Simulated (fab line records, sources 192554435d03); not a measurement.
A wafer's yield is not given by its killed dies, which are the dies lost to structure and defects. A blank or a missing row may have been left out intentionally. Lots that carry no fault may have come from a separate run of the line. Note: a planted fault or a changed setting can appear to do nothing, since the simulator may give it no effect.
Chamber matching -- flow n5 finfet -- 3 sister chambers for N5_BEOL_M5_DEP_56 on pecvd-01
The step deposits SiCN from 3MS/NH3, target thk 8 nm, time 14 s. 27 wafers are shown with their chamber, then 12 later ones without.

== WAFERS WITH THEIR CHAMBER ==
wafer,chamber,throttle valve pct (%),showerhead plenum p Torr (Torr)
L076.1,0,8.7,3.645
L076.2,2,9.1,3.653
L076.3,1,9.4,3.672
L076.4,0,8.6,3.647
L076.5,1,9.2,3.664
L076.6,2,9.1,3.669
L075.4,2,9.1,3.672
L075.5,0,8.7,3.647
L075.6,1,9.0,3.669
L077.4,0,8.4,3.653
L077.5,1,9.3,3.658
L077.6,2,9.1,3.660
L083.2,1,9.3,3.665
L083.3,2,8.8,3.665
L083.6,2,9.1,3.661
L084.1,2,9.1,3.661
L084.2,1,9.2,3.656
L084.3,0,8.6,3.648
L084.4,0,8.4,3.656
L084.5,2,9.1,3.662
L084.6,1,9.3,3.665
L089.3,0,8.5,3.649
L089.4,2,9.0,3.669
L089.5,0,8.6,3.659
L087.1,1,9.3,3.662
L087.2,0,8.2,3.646
L087.3,2,9.1,3.655

SIGNATURES (averages over the wafers above)
reading,chamber 0,chamber 1,chamber 2,scatter within a chamber
throttle valve pct,8.522,9.250,9.060,0.129
showerhead plenum p Torr,3.65000,3.66387,3.66270,0.00549
Rule: for each reading, subtract the chamber's mean from the wafer's reading, divide by that reading's scatter and square the result; add these up over the readings and take the root, which gives the wafer's distance from the chamber. If the next closest chamber is less than 2 further off than the closest, the wafer can't be placed; otherwise it belongs to the closest. The scatter is the square root of a quotient: the sum, over the shown wafers, of each reading's squared deviation from its chamber's mean, divided by wafers minus chambers.

== WAFERS WITH NO CHAMBER GIVEN ==
wafer,throttle valve pct (%),showerhead plenum p Torr (Torr)
L087.4,9.1,3.661
L087.5,8.5,3.650
L087.6,9.4,3.660
L092.2,9.2,3.664
L092.5,8.8,3.651
L092.6,9.3,3.660
L095.2,8.5,3.633
L095.3,9.3,3.647
L095.6,9.1,3.663
L096.4,8.9,3.663
L096.5,8.4,3.648
L096.6,9.3,3.664

== WHICH CHAMBER EACH ONE RAN IN ==
wafer,from the rows above,in truth
L087.4,can't be placed: 2 or 1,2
L087.5,0,0
L087.6,can't be placed: 1 or 2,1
L092.2,can't be placed: 1 or 2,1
L092.5,can't be placed: 0 or 2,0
L092.6,can't be placed: 1 or 2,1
L095.2,0,0
L095.3,can't be placed: 1 or 2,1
L095.6,can't be placed: 2 or 1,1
L096.4,can't be placed: 2 or 1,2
L096.5,0,0
L096.6,can't be placed: 1 or 2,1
Correct placement for 3 of the 12. These rows do not allow placing 9 (true chamber among the candidates in 9). Placed wrongly: 0.
